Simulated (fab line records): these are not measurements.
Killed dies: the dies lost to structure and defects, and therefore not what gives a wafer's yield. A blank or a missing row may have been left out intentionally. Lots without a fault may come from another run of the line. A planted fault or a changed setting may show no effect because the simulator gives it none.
Matching of chambers ; flow n5 finfet ; ald metal-04 running N5_HKMG_FIN_ALD_91: 4 sister chambers
The step deposits TiN, target thk 1 nm, pulse time 1 s, purge time 3 s. 18 wafers are shown with their chamber, then 9 later ones without.

WAFERS, EACH WITH ITS CHAMBER
wafer;chamber;heater power w (W);precursor pulse height rel
L074.3;0;921;0.993
L074.5;1;840;1.056
L074.6;2;848;1.018
L076.1;2;846;1.047
L076.2;0;910;0.988
L076.6;2;870;1.017
L078.1;0;927;1.006
L078.3;3;696;1.041
L078.4;0;918;0.962
L079.1;2;864;0.997
L079.3;0;931;0.991
L079.6;2;870;0.988
L081.1;0;921;1.014
L081.2;3;700;1.016
L081.5;3;707;0.960
L082.1;3;696;0.991
L082.2;0;910;0.993
L082.6;3;678;1.015

SIGNATURES (means of the wafers above)
reading;chamber 0;chamber 1;chamber 2;chamber 3;scatter within a chamber
heater power w;919.71;840.00;859.60;695.40;9.96
precursor pulse height rel;0.99243;1.05600;1.01340;1.00460;0.023
Rule: for a wafer and a chamber, the distance is found by dividing, reading by reading, the gap between the wafer's reading and the chamber's mean by the reading's scatter, squaring, summing and taking the root. The wafer belongs to the nearest chamber; if the next one is less than 2 further off, it can't be placed. How the scatter is found: for the shown wafers, subtract from each reading the mean of its chamber, square and add these, divide the total by (wafers less chambers), then take the root.

WAFERS WITH NO CHAMBER GIVEN
wafer;heater power w (W);precursor pulse height rel
L085.1;859;0.983
L085.3;709;1.006
L085.6;950;1.038
L089.1;848;1.005
L089.3;921;1.019
L089.6;856;1.000
L091.1;927;0.977
L091.4;857;1.021
L091.6;883;1.009

WHICH CHAMBER EACH WENT THROUGH
wafer;from the rows above;in truth
L085.1;2;2
L085.3;3;3
L085.6;0;0
L089.1;can't be placed: 2 or 1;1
L089.3;0;0
L089.6;2;2
L091.1;0;0
L091.4;can't be placed: 2 or 1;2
L091.6;can't be placed: 2 or 0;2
Placed correctly: 6 of 9. Can't be placed from these rows: 3 (the true chamber is among the candidates in 3). Placed wrongly: 0.
